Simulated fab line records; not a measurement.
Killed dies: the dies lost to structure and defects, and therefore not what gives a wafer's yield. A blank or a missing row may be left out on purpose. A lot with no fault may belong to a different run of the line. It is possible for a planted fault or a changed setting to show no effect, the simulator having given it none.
Matching of chambers | flow n5_finfet | N5_BEOL_M0_SAQP_SPACER1_ETCHBACK_99 on rie_diel-04 has 4 sister chambers
The step etches SiO2 in CHF3/O2, target depth 15.4 nm, time 7.7 s. 8 wafers are shown with their chamber, then 11 later ones without.

## WAFERS PAIRED WITH THEIR CHAMBERS
wafer  | chamber | showerhead_plenum_p_Torr (Torr) | rf_vpp_V (V)
L084.2 | 0       | 2.30                            | 506
L084.5 | 1       | 2.45                            | 514
L085.2 | 0       | 2.30                            | 507
L085.6 | 3       | 2.55                            | 536
L086.4 | 2       | 2.39                            | 518
L086.5 | 3       | 2.55                            | 536
L086.6 | 2       | 2.39                            | 518
L092.1 | 1       | 2.44                            | 511

## WAFERS MISSING THEIR CHAMBER
wafer  | showerhead_plenum_p_Torr (Torr) | rf_vpp_V (V)
L092.3 | 2.54                            | 535
L092.6 | 2.38                            | 518
L093.1 | 2.44                            | 512
L093.3 | 2.38                            | 516
L093.5 | 2.38                            | 518
L095.3 | 2.54                            | 535
L095.5 | 2.29                            | 506
L095.6 | 2.44                            | 514
L096.1 | 2.29                            | 507
L096.3 | 2.54                            | 535
L096.5 | 2.44                            | 513

## CHAMBER TAKEN BY EACH
wafer  | from the rows above | in truth
L092.3 | 3                   | 3
L092.6 | 2                   | 2
L093.1 | 1                   | 1
L093.3 | 2                   | 2
L093.5 | 2                   | 2
L095.3 | 3                   | 3
L095.5 | 0                   | 0
L095.6 | 1                   | 1
L096.1 | 0                   | 0
L096.3 | 3                   | 3
L096.5 | 1                   | 1
Correctly placed: 11 of 11. Can't be placed from these rows: 0. 0 placed wrongly.
How it was worked out, from the rows above alone: a wafer's distance from a chamber is the root of the sum, over the readings, of the square of ((its reading less the chamber's mean) divided by the reading's scatter). If the next closest chamber is less than 2 further off than the closest, the wafer can't be placed; otherwise it belongs to the closest. For every chamber, the mean is computed from those of its wafers that are shown. The scatter: take each reading less its chamber's mean, square it, sum over the shown wafers, divide by the number of wafers less the number of chambers, and take the root.
